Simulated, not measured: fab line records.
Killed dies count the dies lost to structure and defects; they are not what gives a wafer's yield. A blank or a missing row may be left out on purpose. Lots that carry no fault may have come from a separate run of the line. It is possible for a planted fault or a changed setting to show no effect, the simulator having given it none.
A struck lot beside a sound one -- flow n5-finfet -- 20 out of 1938 route steps
Sound: wafers L989.3, L989.5, L989.6. Wafers struck: L995.1, L995.3, L995.5. At the end, the cause is stated.
Order at every step that has rows: each side's tool, ch and its chambers, its first start. Under that, the readings that differ: sound wafers -- struck wafers -- difference of the means -- sigmas: that difference in standard deviations of wafers without a fault.
alike: readings with means less than 2 such deviations apart, plus words and numbers identical on both sides. not compared: withheld readings, readings lacking a value on some wafer, bounds such as >300 that could conceal the same value, and numbers that have no deviation in the record and whose values overlap.
The two part at a step that has a row with sigmas, a row that says differs or no value, or rows on one side only. Numbers that don't overlap but have no deviation are shown without sigmas and don't part them. Lack of a reading on every wafer of one side parts them only where that side has two or more wafers.

first, 8 steps without rows for these wafers: N5_BEOL_M12_SPUTTER_45 (material Cu, target thk 80 nm, time 13.33 s); N5_BEOL_M12_ECD_47 (material Cu, target thk 720 nm); N5_BEOL_M12_ANNEAL_48 (time 90 s); N5_BEOL_M12_CMP_49 (polishes, stops on SiOC, t overpolish 20.6 s, target thk 320 nm); N5_BEOL_M12_PRE_CLEAN_52 (time 15 s); N5_BEOL_M12_DEP_53 (deposits SiCN from 3MS/NH3, target thk 30 nm, time 10.5 s); N5_BEOL_M13_ILD_DEP_00 (deposits SiOC from DEMS/O2, target thk 837.92 nm, time 166.4 s); N5_BEOL_M13_COAT_58 (time 60 s, resist thk 89 nm).
N5_BEOL_M13_COAT_04: resist thk 400 nm.
  sound on litho-track-03 ch 0, day 14 01:28; struck on litho-track-03 ch 0, day 14 14:04
reading,sound,struck,difference,sigmas
spin-speed-rpm (rpm),1625.1 1626.0 1624.0,1440.4 1441.4 1441.3,-184.0,-99 or more
model.coat_of_BEOL_M13_COAT_04.thk-nm (nm),400.8 400.6 401.4,427.4 426.6 426.8,+26.0,
  alike: chill-plate-temp-C
then, 8 steps without rows for these wafers: N5_BEOL_M13_EBR_06; N5_BEOL_M13_SOFTBAKE_05 (time 60 s); N5_BEOL_M13_EXPOSE_07 (exposes mask V12); N5_BEOL_M13_PEB_08 (peb time 90 s); N5_BEOL_M13_DEVELOP_09 (develop time 45 s); N5_BEOL_M13_HARDBAKE_14 (time 120 s); N5_BEOL_M13_DESCUM_15 (chemistry O2, time 7.9 s); N5_BEOL_M13_ETCH_59 (etches BARC in N2/H2, target depth 89 nm, overetch 26.7 nm, time 67.9 s).
N5_BEOL_M13_VIA_ETCH_16: etches SiOC in C4F8/O2/Ar, target depth 921.7 nm.
  sound on rie-diel-06 ch 1,2, day 14 01:55; struck on rie-diel-02 ch 0,1, day 14 14:30
reading,sound,struck,difference,sigmas
throttle-valve-pct (%),24.46 24.25 24.47,23.82 23.91 23.80,-0.55,-2
model.coat_of_BEOL_M13_COAT_04.thk-nm (nm),71.8 66.2 66.8,98.4 101.4 88.4,+27.8,
  alike: drypump-motor-current-A, oes-product-au, rf-vpp-V, showerhead-plenum-p-Torr
N5_BEOL_M13_STRIP_63: strips in N2/H2.
  sound on plasma-asher-02 ch 0,1, day 14 02:11; struck on plasma-asher-02 ch 0,1, day 14 15:25
reading,sound,struck,difference,sigmas
oes-product-au (a.u.),0.674 0.668 0.671,0.692 0.685 0.675,+0.013,+3
strip-time-to-endpoint-s (s),28.2 26.5 26.7,35.8 36.6 33.0,+8.0,+7
  alike: drypump-motor-current-A, heater-power-w
  not compared: rf-hours-counter-h
then, 1 step without rows for these wafers: N5_BEOL_M13_STRIP_64 (strips in N2/H2).

## WHERE THEY PART
Earliest at N5_BEOL_M13_COAT_04; latest, in this record, at N5_BEOL_M13_STRIP_63.

WHY: what the simulator had put in
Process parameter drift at N5_BEOL_M13_COAT_04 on litho-track-03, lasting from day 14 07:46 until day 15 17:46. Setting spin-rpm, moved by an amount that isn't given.
